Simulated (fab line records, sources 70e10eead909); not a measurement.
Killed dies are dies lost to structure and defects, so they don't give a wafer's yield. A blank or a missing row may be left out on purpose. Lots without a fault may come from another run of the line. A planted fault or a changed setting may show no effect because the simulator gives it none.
fab line records | flow nand_harc
record lots=6 wafers=18 last_day=33
route steps=1302 shown A_CONTACT@1073
lots that met no fault: from a run of the same line without faults
start_h: hours from the record's first day to the start of the lot's first wafer shown | wait_h: hours since the lot's step before | " the same as in the row above | L1.1+2: a row that stands for several wafers | - no value, or no start given | * or withheld: withheld | < > ~ a bound
route shown NAME@n: a module of which the file shows steps, and the number in the route of the first | usual: mean/standard deviation of fault-free wafers | same: alike in all rows | chamber/n: place in a boat | sites: the reading at each site | _std_site: their standard deviation | _edge_site: outer sites' mean less inner sites' | radius_mm: how far each site lies from the wafer's centre | mask NAME#n: copy n | behind: the tool/chamber that last shaped the wafer | hold: why the lot was held/for how many hours/how that ended | device: the transistor (n, p or np) that didn't switch | end of line: the same wafers' tests at the end of the route | a step without rows: its recipe alone | killed: dies lost to structure and defects at the first sort, not the wafer's yield | map: a wafer's dies, x killed, . not, _ none there
set.NAME: the setting as run; set.NAME@STEP: as run at that earlier step | model.NAME: the simulator's own value behind a step, which no gauge read
lots at some steps of the route; a table a step, a row a wafer
services: from which hour (start_h, from the record's first day; less than 0 if before it) a tool's chamber was out of use, for how many hours, and why
## steps
# step NHARC_A_CONTACT_SOFTBAKE_03
# recipe temp_c=105 time_s=55
# step NHARC_A_CONTACT_EBR_04
# step NHARC_A_CONTACT_EXPOSE_05
# recipe na=1.35 sigma_outer=0.8 dose_mj=84.24 mask_id=A_CC
# step NHARC_A_CONTACT_PEB_06
# recipe peb_temp_c=100 peb_time_s=65
# step NHARC_A_CONTACT_DEVELOP_07
# recipe develop_time_s=35 dev_temp_c=23
# step NHARC_A_CONTACT_CD_MEAS_08
# recipe target_cd_nm=200 landing_energy_ev=500
# usual cd_nm=200.2/0.59
# columns lot.wafer tool chamber start_h wait_h cd_nm
L846.4 cd_sem-03 0 568.21 - 200.6
L846.5 " 0 " " 201.0
L846.6 " 0 " " 200.4
L845.1 cd_sem-03 0 568.82 - 200.1
L845.2 " 0 " " 200.6
L845.4 " 0 " " 199.9
L858.1 cd_sem-01 0 698.99 - 200.8
L858.2 " 0 " " 200.3
L858.6 " 0 " " 201.6
L859.3 cd_sem-02 0 704.57 - 200.4
L859.4 " 0 " " 200.7
L859.6 " 0 " " 199.7
L860.1 cd_sem-02 0 713.34 - 200.7
L860.4 " 0 " " 200.5
L860.6 " 0 " " 201.1
L861.1 cd_sem-02 0 743.98 - 199.5
L861.2 " 0 " " 200.1
L861.4 " 0 " " 199.2
# step NHARC_A_CONTACT_OVL_MEAS_09
# usual overlay_x_nm=0.2/0.9 overlay_y_nm=-0.2/0.92
# columns lot.wafer tool chamber start_h wait_h overlay_x_nm overlay_y_nm
L846.4 overlay-02 - 568.30 - 0.8 0.1
L846.5 " - " " 0.2 0.5
L846.6 " - " " 0.7 0.0
L845.1 overlay-02 - 568.91 - -0.7 -1.2
L845.2 " - " " -0.7 -1.7
L845.4 " - " " -0.5 -1.8
L858.1 overlay-02 - 699.08 - -0.1 -0.4
L858.2 " - " " -0.6 -0.1
L858.6 " - " " -0.4 -0.5
L859.3 overlay-02 - 704.65 - -0.2 1.6
L859.4 " - " " -0.5 1.3
L859.6 " - " " -0.6 1.9
L860.1 overlay-02 - 713.42 - 1.4 -0.8
L860.4 " - " " 0.7 -0.6
L860.6 " - " " 1.4 -1.0
L861.1 overlay-01 - 744.07 - 0.2 0.3
L861.2 " - " " 0.0 0.7
L861.4 " - " " 0.1 0.1
# step NHARC_A_CONTACT_INSPECT_10
# usual raw_defect_count=92/39
# columns lot.wafer tool chamber start_h wait_h raw_defect_count
L846.4 defect_inspect-01 - 568.33 0.0 118
L846.5 " - " " 118
L846.6 " - " " 128
L845.1 defect_inspect-01 - 568.94 0.0 82
L845.2 " - " " 79
L845.4 " - " " 63
L858.1 defect_inspect-01 - 699.11 0.0 158
L858.2 " - " " 155
L858.6 " - " " 166
L859.3 defect_inspect-01 - 704.69 0.0 113
L859.4 " - " " 117
L859.6 " - " " 122
L860.1 defect_inspect-01 - 713.46 0.0 45
L860.4 " - " " 34
L860.6 " - " " 34
L861.1 defect_inspect-02 - 744.10 0.0 101
L861.2 " - " " 91
L861.4 " - " " 88
# step NHARC_A_CONTACT_DESCUM_13
# recipe time_s=3 o2_flow_sccm=200 ar_flow_sccm=0 bias_power_w=0 chemistry=O2
# usual drypump_motor_current_A=5.7/0.48 oes_product_au=0.998/0.011 rf_vpp_V=57.8/0.91 showerhead_plenum_p_Torr=1.93/0.068 throttle_valve_pct=11.312/0.0095
# columns lot.wafer tool chamber start_h wait_h drypump_motor_current_A oes_product_au rf_hours_counter_h rf_vpp_V showerhead_plenum_p_Torr throttle_valve_pct
L846.4 rie_diel-08 2 568.42 0.1 5.6 1.000 3 56.5 1.91 11.302
L846.6 " 3 " " 5.8 1.002 - 57.6 2.04 11.331
L846.5 " 0 " " 6.2 0.998 - 57.9 1.92 11.329
L845.2 rie_diel-13 0 569.01 0.1 6.1 1.011 7 57.7 1.93 11.328
L845.1 " 3 " " 5.3 0.997 8 57.3 2.00 11.318
L845.4 " 2 " " 4.9 0.994 - 58.3 1.86 11.312
L858.1 rie_diel-08 3 699.17 0.1 5.8 1.020 47 58.7 2.03 11.303
L858.2 " 1 " " 5.9 1.003 50 59.1 2.02 11.317
L858.6 " 2 " " 5.6 1.010 - 57.8 1.90 11.313
L859.3 rie_diel-08 3 704.75 0.1 5.8 1.010 48 58.8 2.03 11.305
L859.4 " 1 " " 5.9 1.002 51 59.1 2.02 11.293
L859.6 " 3 " " 5.8 0.995 - 58.2 2.03 11.313
L860.1 rie_diel-13 1 713.53 0.1 6.1 0.985 0 58.0 1.90 11.329
L860.4 " 3 " " 5.3 1.009 0 57.0 2.00 11.317
L860.6 " 0 " " 6.1 1.019 - 57.4 1.93 11.302
L861.1 rie_diel-13 2 744.17 0.1 4.8 1.012 4 56.0 1.85 11.336
L861.2 " 3 " " 5.3 0.995 4 60.0 2.00 11.311
L861.4 " 0 " " 6.1 1.017 4 57.4 1.92 11.300
# step NHARC_A_CONTACT_ETCH_88
# recipe target_depth_a=390 over_etch_frac=0.3 time_s=65 ion_energy_ev=80 cf4_flow_sccm=150 ar_flow_sccm=0 rf_w=300 bias_w=100 chemistry=CF4
# usual chamber_pressure_mTorr=50.00/0.058 drypump_motor_current_A=5.7/0.49 oes_product_au=0.998/0.011 rf_vpp_V=151.6/1.1 showerhead_plenum_p_Torr=1.79/0.057 throttle_valve_pct=13.284/0.0088
# columns lot.wafer tool chamber start_h wait_h chamber_pressure_mTorr drypump_motor_current_A oes_product_au rf_hours_counter_h rf_vpp_V showerhead_plenum_p_Torr throttle_valve_pct
L846.4 rie_diel-08 2 568.50 0.1 49.97 5.6 0.986 3 150.8 1.76 13.278
L846.6 " 3 " " 50.01 5.8 1.015 - 152.5 1.88 13.280
L846.5 " 0 " " 50.06 6.2 0.988 - 150.6 1.78 13.300
L845.2 rie_diel-13 2 569.11 0.1 49.98 4.8 1.001 11 150.5 1.72 13.261
L845.1 " 3 " " 49.99 5.3 0.981 8 152.3 1.85 13.286
L845.4 " 2 " " 49.86 4.9 0.993 - 151.1 1.72 13.296
L858.2 rie_diel-08 2 699.28 0.1 50.00 5.6 0.993 45 150.9 1.75 13.286
L858.1 " 3 " " 50.05 5.8 1.003 47 150.7 1.87 13.299
L858.6 " 1 " " 50.05 5.9 1.003 - 153.8 1.86 13.302
L859.3 rie_diel-08 1 704.84 0.1 50.00 5.9 0.995 51 153.1 1.86 13.296
L859.4 " 2 " " 49.96 5.6 0.987 47 152.2 1.75 13.290
L859.6 " 0 " " 49.99 6.2 0.997 - 152.0 1.76 13.296
L860.4 rie_diel-13 2 713.61 0.1 50.02 4.8 1.010 0 150.1 1.72 13.289
L860.1 " 0 " " 49.99 6.2 1.007 0 150.4 1.78 13.279
L860.6 " 1 " " 49.96 6.1 0.990 - 150.4 1.76 13.282
L861.2 rie_diel-13 0 744.25 0.1 49.95 6.1 1.023 4 152.1 1.78 13.291
L861.1 " 1 " " 49.99 6.1 0.992 4 151.7 1.75 13.278
L861.4 " 3 " " 50.01 5.3 0.991 4 152.9 1.84 13.278
# step NHARC_A_CONTACT_ETCH_89
# recipe target_depth_a=2600 over_etch_frac=0.3 time_s=475.3 ion_energy_ev=200 n2_flow_sccm=150 h2_flow_sccm=150 ar_flow_sccm=0 rf_w=400 bias_w=150 chemistry=N2/H2
# usual chamber_pressure_mTorr=29.998/0.027 drypump_motor_current_A=5.7/0.47 oes_product_au=0.998/0.011 rf_vpp_V=431.3/2.1 showerhead_plenum_p_Torr=2.07/0.072 throttle_valve_pct=14.170/0.0098
# columns lot.wafer tool chamber start_h wait_h chamber_pressure_mTorr drypump_motor_current_A oes_product_au rf_hours_counter_h rf_vpp_V showerhead_plenum_p_Torr throttle_valve_pct
L846.4 rie_diel-08 1 - - 29.992 5.9 0.983 3 434.2 2.18 14.172
L846.5 " 2 " " 29.992 5.6 0.995 - 431.9 2.03 14.159
L846.6 " 3 " " 29.970 5.8 1.001 - 434.6 2.18 14.158
L845.1 rie_diel-13 2 - - 29.967 4.9 0.994 11 428.0 1.98 14.170
L845.2 " 3 " " 30.005 5.3 0.990 8 433.2 2.14 14.161
L845.4 " 2 " " 30.032 4.9 1.000 - 428.9 1.98 14.158
L858.1 rie_diel-08 2 - - 29.991 5.6 0.979 46 430.6 2.02 14.169
L858.2 " 1 " " 30.024 5.9 0.991 50 433.5 2.16 14.155
L858.6 " 3 " " 30.017 5.8 1.007 - 433.5 2.16 14.184
L859.3 rie_diel-08 0 - - 30.025 6.2 0.992 50 431.1 2.03 14.174
L859.4 " 3 " " 29.959 5.8 1.009 48 433.9 2.16 14.161
L859.6 " 1 " " 29.994 5.9 0.995 - 433.7 2.16 14.163
L860.1 rie_diel-13 0 - - 29.956 6.1 1.020 0 431.3 2.05 14.177
L860.4 " 1 " " 29.999 6.1 0.990 0 429.9 2.02 14.161
L860.6 " 2 " " 30.001 4.9 1.008 - 427.8 1.97 14.164
L861.4 rie_diel-13 1 - - 30.001 6.1 0.985 4 429.9 2.02 14.179
L861.2 " 2 " " 29.946 4.8 1.009 4 428.6 1.97 14.179
L861.1 " 0 " " 30.005 6.1 1.009 4 432.0 2.05 14.166
# step NHARC_A_CONTACT_ETCH_30
# recipe target_depth_a=726 time_s=36.3 cf4_flow_sccm=100 chf3_flow_sccm=30 ar_flow_sccm=0 rf_w=500 bias_w=200 chemistry=CF4/CHF3
# usual chamber_pressure_mTorr=25.001/0.022 drypump_motor_current_A=5.7/0.46 oes_product_au=0.938/0.022 rf_vpp_V=371.3/1.9 showerhead_plenum_p_Torr=1.59/0.051 throttle_valve_pct=16.802/0.0089
# columns lot.wafer tool chamber start_h wait_h chamber_pressure_mTorr drypump_motor_current_A oes_product_au rf_hours_counter_h rf_vpp_V showerhead_plenum_p_Torr throttle_valve_pct
L846.4 rie_diel-08 0 - - 25.032 6.3 0.910 2 370.0 1.58 16.778
L846.6 " 1 " " 25.019 5.9 0.914 - 371.7 1.67 16.787
L846.5 " 2 " " 25.021 5.6 0.925 - 370.8 1.57 16.783
L845.1 rie_diel-13 0 - - 24.985 6.1 0.966 7 372.8 1.59 16.803
L845.2 " 3 " " 24.966 5.3 0.960 9 373.6 1.64 16.800
L845.4 " 3 " " 25.001 5.3 0.961 - 372.7 1.64 16.795
L858.1 rie_diel-08 2 - - 25.014 5.6 0.912 46 370.8 1.56 16.813
L858.2 " 3 " " 25.008 5.8 0.939 47 373.4 1.66 16.812
L858.6 " 2 " " 25.020 5.6 0.915 - 370.2 1.56 16.800
L859.3 rie_diel-08 1 - - 24.981 5.9 0.921 51 373.8 1.66 16.810
L859.4 " 2 " " 25.029 5.6 0.913 47 369.7 1.56 16.807
L859.6 " 0 " " 25.013 6.2 0.924 - 369.7 1.57 16.793
L860.1 rie_diel-13 3 - - 25.006 5.3 0.939 0 371.4 1.64 16.802
L860.4 " 0 " " 24.990 6.1 0.946 0 370.2 1.58 16.801
L860.6 " 0 " " 24.989 6.1 0.940 - 370.3 1.58 16.806
L861.4 rie_diel-13 3 - - 24.984 5.3 0.918 4 372.5 1.64 16.814
L861.2 " 1 " " 24.984 6.2 0.924 4 370.5 1.56 16.805
L861.1 " 2 " " 25.029 4.8 0.938 5 368.9 1.52 16.799
# step NHARC_A_CONTACT_ETCH_31
# recipe target_depth_a=28000 over_etch_frac=0.3 time_s=728 ion_energy_ev=150 o2_flow_sccm=400 cos_flow_sccm=20 ar_flow_sccm=0 rf_w=500 bias_w=300 chemistry=O2/COS
# usual chamber_pressure_mTorr=20.001/0.019 drypump_motor_current_A=5.7/0.47 oes_product_au=0.998/0.011 rf_vpp_V=314.5/1.7 showerhead_plenum_p_Torr=3.15/0.1 throttle_valve_pct=28.329/0.0099
# columns lot.wafer tool chamber start_h wait_h chamber_pressure_mTorr drypump_motor_current_A oes_product_au rf_hours_counter_h rf_vpp_V showerhead_plenum_p_Torr throttle_valve_pct
L846.4 rie_diel-08 2 568.99 - 19.994 5.6 0.989 4 314.1 3.11 28.333
L846.5 " 2 " " 19.994 5.6 0.989 - 314.8 3.11 28.328
L846.6 " 3 " " 20.025 5.8 1.002 - 316.4 3.32 28.315
L845.2 rie_diel-13 0 569.71 - 20.004 6.1 1.010 8 313.6 3.15 28.327
L845.1 " 2 " " 20.021 4.9 0.998 11 311.8 3.04 28.329
L845.4 " 0 " " 19.997 6.1 1.010 - 313.3 3.15 28.330
L858.2 rie_diel-08 2 699.90 - 18.107 5.6 0.978 46 313.3 3.09 28.310
L858.1 " 3 " " 18.089 5.8 1.004 47 316.4 3.30 28.331
L858.6 " 2 " " 18.093 5.6 0.987 - 314.0 3.09 28.350
L859.3 rie_diel-08 1 705.35 - 18.089 5.9 0.991 51 315.6 3.29 28.333
L859.4 " 0 " " 18.083 6.2 1.007 50 313.2 3.11 28.330
L859.6 " 1 " " 18.094 5.9 0.989 - 316.4 3.29 28.330
L860.1 rie_diel-13 3 714.17 - 20.005 5.3 1.016 1 317.0 3.25 28.309
L860.4 " 1 " " 20.010 6.2 0.995 0 312.8 3.10 28.346
L860.6 " 3 " " 20.004 5.3 1.015 - 315.4 3.25 28.322
L861.2 rie_diel-13 3 744.76 - 19.998 5.3 1.012 5 315.4 3.25 28.324
L861.4 " 0 " " 20.007 6.1 1.020 4 313.5 3.14 28.341
L861.1 " 2 " " 20.031 4.9 1.007 5 313.3 3.03 28.321
# step NHARC_A_CONTACT_ETCH_134
# recipe source_w=withheld pressure_mtorr=20 bias_v=withheld time_s=140 target_depth_a=7000 ar_flow_sccm=withheld c4f8_flow_sccm=withheld o2_flow_sccm=withheld chemistry=C4F8/O2/Ar
# usual chamber_pressure_mTorr=20.000/0.021
# columns lot.wafer tool chamber start_h wait_h chamber_pressure_mTorr rf_hours_counter_h
L846.4 har_cap_etch-02 0 569.62 - 20.026 -
L846.6 " 1 " " 19.977 -
L846.5 " 0 " " 20.006 -
L845.2 har_cap_etch-01 0 570.34 - 20.008 11
L845.1 " 1 " " 20.008 11
L845.4 " 1 " " 20.027 -
L858.2 har_cap_etch-02 1 700.54 - 19.997 121
L858.1 " 0 " " 20.018 121
L858.6 " 1 " " 20.034 -
L859.3 har_cap_etch-01 0 705.94 - 20.001 -
L859.4 " 1 " " 19.966 -
L859.6 " 0 " " 20.009 -
L860.1 har_cap_etch-02 0 714.68 - 20.143 122
L860.4 " 1 " " 20.007 -
L860.6 " 0 " " 20.005 -
L861.2 har_cap_etch-02 1 745.29 - 20.002 128
L861.1 " 0 " " 19.999 128
L861.4 " 1 " " 20.031 -
## services
# columns tool chamber start_h hours kind
rie_diel-08 - 545.00 9.0 pm
rie_diel-08 0 545.00 9.0 vent_cycle
rie_diel-08 1 545.00 9.0 vent_cycle
rie_diel-08 2 545.00 9.0 vent_cycle
rie_diel-08 3 545.00 9.0 vent_cycle
rie_diel-13 0 552.50 - clean
rie_diel-13 1 552.50 - clean
rie_diel-13 2 552.50 - clean
rie_diel-13 3 552.50 - clean
rie_diel-08 0 554.00 - clean
rie_diel-08 1 554.00 - clean
rie_diel-08 2 554.00 - clean
rie_diel-08 3 554.00 - clean
rie_diel-13 1 565.20 13.9 repair
rie_diel-13 0 577.00 - clean
rie_diel-13 2 577.00 - clean
rie_diel-13 3 577.00 - clean
rie_diel-08 3 607.24 8.4 repair
har_cap_etch-01 - 626.72 0.7 repair
rie_diel-08 2 676.71 10.0 repair
rie_diel-13 - 696.00 9.0 pm
rie_diel-08 0 697.54 2.6 repair
har_cap_etch-01 - 714.15 20.4 repair
rie_diel-08 - 722.23 9.0 pm
## key
first_sign step=NHARC_A_CONTACT_ETCH_31 reading=chamber_pressure_mTorr direction=down sigmas=99+ usual=20.001 struck=18.093
effect none on later readings
met_at NHARC_A_CONTACT_ETCH_31
struck_wafers L858.1,L858.2,L858.6,L859.3,L859.4,L859.6
tester_left_out L858,L859
onset_between 568.99 699.90
fault kind=process_parameter_drift tool=rie_diel-08 chamber=- onset_h=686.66 steps=NHARC_A_CONTACT_ETCH_31 channel=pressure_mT offset=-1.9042 shape=step end_h=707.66 acts_in=these_recipes_only stated=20
# tester_left_out: of these lots the tester's yield and bins aren't shown, on N5 and GAA mostly nor the transistor test; their killed dies are dies lost to structure and defects alone, not to doping, threshold or leakage, so they don't give the yield
